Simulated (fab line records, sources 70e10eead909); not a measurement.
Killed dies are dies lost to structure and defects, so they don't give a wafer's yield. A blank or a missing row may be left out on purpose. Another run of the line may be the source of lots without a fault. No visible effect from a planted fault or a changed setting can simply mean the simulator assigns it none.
Chamber matching | flow nand_harc | 4 sister chambers for NHARC_P_CONTACT_ETCH_35 on rie_diel-01
The step etches the open film in CF4, target depth 39 nm, time 65 s. 7 wafers are shown with their chamber, then 8 later ones without.

## WAFERS WITH THEIR CHAMBER
wafer  | chamber | drypump_motor_current_A (A) | rf_vpp_V (V)
L082.2 | 0       | 5.5                         | 150.4
L083.5 | 3       | 5.2                         | 152.4
L084.4 | 1       | 5.1                         | 150.4
L085.2 | 1       | 5.1                         | 152.0
L085.3 | 2       | 5.5                         | 152.3
L085.6 | 2       | 5.5                         | 151.5
L090.1 | 0       | 5.4                         | 150.4

## WAFERS WHOSE CHAMBER IS MISSING
wafer  | drypump_motor_current_A (A) | rf_vpp_V (V)
L090.2 | 5.1                         | 151.0
L090.6 | 5.5                         | 152.2
L095.1 | 5.2                         | 151.8
L095.2 | 5.5                         | 154.2
L095.4 | 5.5                         | 150.6
L097.1 | 5.1                         | 150.1
L097.5 | 5.5                         | 151.9
L097.6 | 5.1                         | 151.5

## CHAMBER TAKEN BY EACH
wafer  | from the rows above     | in truth
L090.2 | 1                       | 1
L090.6 | 2                       | 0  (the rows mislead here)
L095.1 | can't be placed: 3 or 1 | 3
L095.2 | 2                       | 2
L095.4 | can't be placed: 0 or 2 | 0
L097.1 | 1                       | 1
L097.5 | 2                       | 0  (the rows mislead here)
L097.6 | 1                       | 1
Correctly placed: 4 of 8. From these rows, 2 cannot be placed; in 2 the true chamber is one of the candidates. Number placed wrongly: 2.
How it was worked out, from the rows above alone: a wafer's distance from a chamber is the root of the sum, over the readings, of the square of ((its reading less the chamber's mean) divided by the reading's scatter). The wafer belongs to the nearest chamber; if the next one is less than 2 further off, it can't be placed. For every chamber, the mean is computed from those of its wafers that are shown. The scatter: the root of (the sum of the squares of (reading less its chamber's mean) over the shown wafers, divided by (wafers less chambers)).
